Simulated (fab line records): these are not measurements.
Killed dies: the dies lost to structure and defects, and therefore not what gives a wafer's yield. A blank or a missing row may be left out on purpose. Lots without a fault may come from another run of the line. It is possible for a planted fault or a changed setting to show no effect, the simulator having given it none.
Matching of chambers | flow n5Finfet | cmp-04 running N5_BEOL_M15_CMP_49: 4 sister chambers
The step polishes, stops on SiO2, t overpolish 4.9 s, target thk 850 nm. 18 wafers are shown with their chamber, then 9 later ones without.

WAFERS PAIRED WITH THEIR CHAMBERS
wafer  | chamber | motorCurrentA (A) | barrierFieldEndpointS (s) | clearingPlatenRpm (rpm)
L080.1 | 2       | 8.6               | 11.6                      | 79.93
L080.2 | 0       | 8.3               | 12.2                      | 80.06
L080.5 | 2       | 9.2               | 11.8                      | 79.99
L081.2 | 1       | 6.7               | 11.0                      | 79.91
L081.3 | 3       | 9.5               | 11.8                      | 79.96
L081.6 | 2       | 8.9               | 11.6                      | 80.00
L084.3 | 1       | 6.5               | 11.4                      | 80.02
L084.4 | 2       | 9.2               | 12.2                      | 79.97
L084.6 | 2       | 9.1               | 11.8                      | 80.00
L085.1 | 3       | 9.8               | 11.2                      | 79.98
L085.3 | 0       | 8.1               | 11.5                      | 80.02
L085.5 | 0       | 8.0               | 11.5                      | 80.01
L087.1 | 3       | 9.7               | 11.8                      | 80.07
L087.5 | 2       | 9.1               | 11.7                      | 80.00
L087.6 | 3       | 10.0              | 11.5                      | 80.04
L093.1 | 1       | 6.5               | 10.9                      | 79.98
L093.2 | 3       | 10.2              | 11.1                      | 79.99
L093.6 | 2       | 9.5               | 10.9                      | 80.06

SIGNATURES, as means of the wafers listed above
reading               | chamber 0 | chamber 1 | chamber 2 | chamber 3 | scatter within a chamber
motorCurrentA         | 8.133     | 6.567     | 9.086     | 9.840     | 0.244
barrierFieldEndpointS | 11.733    | 11.100    | 11.657    | 11.480    | 0.36
clearingPlatenRpm     | 80.0300   | 79.9700   | 79.9929   | 80.0080   | 0.0423
Rule: distance of a wafer from a chamber = root of the sum over the readings of ((wafer's reading minus chamber's mean) / reading's scatter) squared. If the next closest chamber is less than 2 further off than the closest, the wafer can't be placed; otherwise it belongs to the closest. The scatter: take each reading less its chamber's mean, square it, sum over the shown wafers, divide by the number of wafers less the number of chambers, and take the root.

WAFERS WITHOUT THEIR CHAMBER
wafer  | motorCurrentA (A) | barrierFieldEndpointS (s) | clearingPlatenRpm (rpm)
L090.1 | 9.4               | 11.9                      | 80.02
L090.4 | 6.6               | 11.2                      | 80.06
L090.5 | 9.8               | 11.9                      | 80.04
L092.1 | 8.4               | 11.7                      | 80.02
L092.4 | 6.9               | 11.2                      | 80.02
L092.6 | 9.1               | 11.5                      | 79.98
L096.1 | 9.4               | 11.8                      | 79.95
L096.2 | 9.4               | 12.1                      | 80.02
L096.4 | 8.0               | 12.1                      | 79.97

EACH ONE'S CHAMBER
wafer  | from the rows above     | in truth
L090.1 | can't be placed: 2 or 3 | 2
L090.4 | 1                       | 1
L090.5 | can't be placed: 3 or 2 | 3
L092.1 | can't be placed: 0 or 2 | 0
L092.4 | 1                       | 1
L092.6 | 2                       | 2
L096.1 | can't be placed: 2 or 3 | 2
L096.2 | can't be placed: 2 or 3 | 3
L096.4 | 0                       | 0
Correct placement for 4 of the 9. Cannot be placed on the basis of these rows: 5; the candidates contain the true chamber in 5. Placed wrongly: 0.
